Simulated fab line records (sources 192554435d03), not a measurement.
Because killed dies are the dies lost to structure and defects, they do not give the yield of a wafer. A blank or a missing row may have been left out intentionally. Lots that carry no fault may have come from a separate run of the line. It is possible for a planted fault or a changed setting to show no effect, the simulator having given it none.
Split-lot study / flow n5Finfet / 21 wafers read from 7 lots, route of 1938 steps

== THE SPLIT ITSELF ==
At N5_BEOL_M5_EXPOSE_08 (exposes mask M5, target cd 28 nm), the setting doseMj was moved away from the recipe's 35.75 on 7 of the 21 wafers read, by -5.7% to +5.6%. The other wafers ran this setting at the recipe's value.

== FROM THE SPLIT TO THE READING: what the file shows between them, 13 steps ==
- N5_BEOL_M5_PEB_09: peb time 60 s
- N5_BEOL_M5_DEVELOP_10: develop time 30 s
- N5_BEOL_M5_CD_MEAS_11: target cd 27.74 nm
- N5_BEOL_M5_DESCUM_16: chemistry O2, time 7 s
- N5_BEOL_M5_ETCH_72: etches underlayer in N2/H2, target depth 6.5 nm, time 5.2 s
- N5_BEOL_M5_ETCH_61: etches SiARC in CF4, target depth 15.6 nm, time 26 s
- N5_BEOL_M5_ETCH_62: etches SOC in N2/H2, target depth 75 nm, overetch 15 nm, time 112.5 s
- N5_BEOL_M5_DESCUM_33: chemistry O2, time 7 s
- N5_BEOL_M5_ETCH_75: etches underlayer in N2/H2, target depth 6.5 nm, time 5.2 s
- N5_BEOL_M5_ETCH_67: etches SiARC in CF4, target depth 15.6 nm, time 26 s
- N5_BEOL_M5_ETCH_68: etches SOC in N2/H2, target depth 80 nm, overetch 16 nm, time 120 s
- N5_BEOL_M5_PRECLEAN_42: cleans in residue remover, time 60 s
- N5_BEOL_M5_SRD_43: time 30 s

== THE READING ==
cdNm, in nm, at N5_BEOL_M5_CD_MEAS_35 (target cd 28 nm, target cd y 24 nm). Fault-free wafers of this fab line usually give 28.2 nm, standard deviation 0.4 nm.

wafer=L074.4; tool, chamber at the split=euvScanner-01, 0; doseMj as run=36.82; against the recipe=+3.0%; cdNm, nm=28.8; against lot-mates on the recipe=+0.8
wafer=L074.5; tool, chamber at the split=euvScanner-01, 0; doseMj as run=35.75; against the recipe=recipe; cdNm, nm=28.0; against lot-mates on the recipe=-
wafer=L074.6; tool, chamber at the split=euvScanner-01, 0; doseMj as run=36.82; against the recipe=+3.0%; cdNm, nm=28.7; against lot-mates on the recipe=+0.7
wafer=L081.1; tool, chamber at the split=euvScanner-01, 0; doseMj as run=37.55; against the recipe=+5.0%; cdNm, nm=30.0; against lot-mates on the recipe=+1.8
wafer=L081.5; tool, chamber at the split=euvScanner-01, 0; doseMj as run=35.75; against the recipe=recipe; cdNm, nm=28.6; against lot-mates on the recipe=-
wafer=L081.6; tool, chamber at the split=euvScanner-01, 0; doseMj as run=35.75; against the recipe=recipe; cdNm, nm=27.9; against lot-mates on the recipe=-
wafer=L084.2; tool, chamber at the split=euvScanner-01, 0; doseMj as run=35.75; against the recipe=recipe; cdNm, nm=27.9; against lot-mates on the recipe=-
wafer=L084.4; tool, chamber at the split=euvScanner-01, 0; doseMj as run=35.75; against the recipe=recipe; cdNm, nm=27.7; against lot-mates on the recipe=-
wafer=L084.6; tool, chamber at the split=euvScanner-01, 0; doseMj as run=37.75; against the recipe=+5.6%; cdNm, nm=28.8; against lot-mates on the recipe=+1.0
wafer=L086.2; tool, chamber at the split=euvScanner-02, 0; doseMj as run=35.75; against the recipe=recipe; cdNm, nm=28.3; against lot-mates on the recipe=-
wafer=L086.3; tool, chamber at the split=euvScanner-02, 0; doseMj as run=35.75; against the recipe=recipe; cdNm, nm=28.4; against lot-mates on the recipe=-
wafer=L086.4; tool, chamber at the split=euvScanner-02, 0; doseMj as run=35.75; against the recipe=recipe; cdNm, nm=28.0; against lot-mates on the recipe=-
wafer=L088.2; tool, chamber at the split=euvScanner-01, 0; doseMj as run=35.75; against the recipe=recipe; cdNm, nm=28.2; against lot-mates on the recipe=-
wafer=L088.4; tool, chamber at the split=euvScanner-01, 0; doseMj as run=33.72; against the recipe=-5.7%; cdNm, nm=26.4; against lot-mates on the recipe=-1.8
wafer=L088.6; tool, chamber at the split=euvScanner-01, 0; doseMj as run=33.72; against the recipe=-5.7%; cdNm, nm=26.3; against lot-mates on the recipe=-1.9
wafer=L093.1; tool, chamber at the split=euvScanner-02, 0; doseMj as run=35.75; against the recipe=recipe; cdNm, nm=28.2; against lot-mates on the recipe=-
wafer=L093.2; tool, chamber at the split=euvScanner-02, 0; doseMj as run=35.75; against the recipe=recipe; cdNm, nm=28.6; against lot-mates on the recipe=-
wafer=L093.3; tool, chamber at the split=euvScanner-02, 0; doseMj as run=35.75; against the recipe=recipe; cdNm, nm=28.1; against lot-mates on the recipe=-
wafer=L094.2; tool, chamber at the split=euvScanner-02, 0; doseMj as run=35.75; against the recipe=recipe; cdNm, nm=28.4; against lot-mates on the recipe=-
wafer=L094.3; tool, chamber at the split=euvScanner-02, 0; doseMj as run=36.75; against the recipe=+2.8%; cdNm, nm=29.2; against lot-mates on the recipe=+1.1
wafer=L094.4; tool, chamber at the split=euvScanner-02, 0; doseMj as run=35.75; against the recipe=recipe; cdNm, nm=27.9; against lot-mates on the recipe=-

THE FIT
A straight line over all 21 wafers: cdNm changes by +0.274 nm for each +1% of doseMj; r = +0.91; the points scatter about the line by 0.34 nm.
The same after taking each lot's own level away (the mean of its wafers on the recipe; 21 wafers): +0.294 nm for each +1%; r = +0.95; scatter 0.26 nm.
Per that fit: largest doseMj move, reading shift of 1.7 nm.
The span of the lots' own levels, 27.80 to 28.30 nm, comes to 1.3 times the standard deviation stated above.
The two slopes are in agreement: the lot-to-lot level therefore moves the slope only a little.
Check: with one of the wafers moved furthest among these (-5.7%) left out of the fit, the line predicts -1.66 nm for it against its lot-mates. It came out at -1.8 nm against them.

== ADDITIONAL SPLITS CARRIED BY THESE WAFERS ==
Note: prior to the reading, these wafers also went through further splits. Each is held against what the fit with the lots' levels taken away leaves over:
other split on the same wafers=N5_BEOL_M2_ETCH_69 biasW; wafers away from the commonest value=9; r with cdNm (lot level and that fit taken away)=+0.24
other split on the same wafers=N5_BEOL_M3_COAT_67 spinRpm; wafers away from the commonest value=4; r with cdNm (lot level and that fit taken away)=-0.16
other split on the same wafers=N5_BEOL_M3_COAT_76 spinRpm; wafers away from the commonest value=4; r with cdNm (lot level and that fit taken away)=+0.12
other split on the same wafers=N5_BEOL_M4_DESCUM_16 timeS; wafers away from the commonest value=5; r with cdNm (lot level and that fit taken away)=-0.22
other split on the same wafers=N5_BEOL_M4_ETCH_64 biasW; wafers away from the commonest value=7; r with cdNm (lot level and that fit taken away)=-0.40

== THE WHOLE CHAIN: every reading that the file lists as answering this split, in the file's order ==
step=N5_BEOL_M5_CD_MEAS_11; what it does=target cd 27.74 nm; reading=cdNm; change (the file's fit)=+0.248 nm for each +1% of the setting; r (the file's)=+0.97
step=N5_BEOL_M5_DESCUM_16; what it does=chemistry O2, time 7 s; reading=BEOL_M5.cdNm (the simulator's own value, which no gauge read); change (the file's fit)=+0.228 nm for each +1% of the setting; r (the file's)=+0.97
step=N5_BEOL_M5_ETCH_72; what it does=etches underlayer in N2/H2, target depth 6.5 nm, time 5.2 s; reading=BEOL_M5.cdNm (the simulator's own value, which no gauge read); change (the file's fit)=+0.236 nm for each +1% of the setting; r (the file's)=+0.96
step=N5_BEOL_M5_ETCH_75; what it does=etches underlayer in N2/H2, target depth 6.5 nm, time 5.2 s; reading=BEOL_M5.cdNm (the simulator's own value, which no gauge read); change (the file's fit)=+0.275 nm for each +1% of the setting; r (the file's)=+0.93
step=N5_BEOL_M5_CD_MEAS_35; what it does=target cd 28 nm, target cd y 24 nm; reading=cdNm; change (the file's fit)=+0.283 nm for each +1% of the setting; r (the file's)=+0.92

== FILE'S OWN FIT ==
cdNm changes by +0.283 nm for each +1% of doseMj, r = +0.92.
